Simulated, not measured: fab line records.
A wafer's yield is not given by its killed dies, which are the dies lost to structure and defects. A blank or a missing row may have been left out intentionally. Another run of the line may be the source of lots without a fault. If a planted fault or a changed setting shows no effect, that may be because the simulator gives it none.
Matching of chambers / flow n5_finfet / N5_BEOL_M6_DESCUM_16 on rie_diel-01: 4 sister chambers
The step chemistry O2, time 7.9 s. 4 wafers are shown with their chamber, then 8 later ones without.

EACH WAFER AND ITS CHAMBER
wafer=L080.5; chamber=1; drypump_motor_current_A (A)=6.5
wafer=L085.2; chamber=3; drypump_motor_current_A (A)=5.7
wafer=L085.3; chamber=2; drypump_motor_current_A (A)=5.7
wafer=L092.1; chamber=0; drypump_motor_current_A (A)=6.2

WAFERS MISSING THEIR CHAMBER
wafer=L092.2; drypump_motor_current_A (A)=5.7
wafer=L092.3; drypump_motor_current_A (A)=5.7
wafer=L096.3; drypump_motor_current_A (A)=6.3
wafer=L096.5; drypump_motor_current_A (A)=5.7
wafer=L096.6; drypump_motor_current_A (A)=6.5
wafer=L097.2; drypump_motor_current_A (A)=5.7
wafer=L097.3; drypump_motor_current_A (A)=5.7
wafer=L097.5; drypump_motor_current_A (A)=6.5

WHICH CHAMBER EACH WENT THROUGH
wafer=L092.2; from the rows above=can't be placed: 2 or 3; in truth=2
wafer=L092.3; from the rows above=can't be placed: 2 or 3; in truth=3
wafer=L096.3; from the rows above=0; in truth=0
wafer=L096.5; from the rows above=can't be placed: 2 or 3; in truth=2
wafer=L096.6; from the rows above=1; in truth=1
wafer=L097.2; from the rows above=can't be placed: 2 or 3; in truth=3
wafer=L097.3; from the rows above=can't be placed: 2 or 3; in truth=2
wafer=L097.5; from the rows above=1; in truth=1
3 of 8 placed correctly. These rows do not allow placing 5 (true chamber among the candidates in 5). Placed wrongly: 0.
How it was worked out, from the rows above alone: a wafer's distance from a chamber is the root of the sum, over the readings, of the square of ((its reading less the chamber's mean) divided by the reading's scatter). The wafer belongs to the nearest chamber; if the next one is less than 2 further off, it can't be placed. For every chamber, the mean is computed from those of its wafers that are shown. The scatter: root of mean squared gap, hidden wafer to nearest shown wafer, with one shown wafer a chamber.
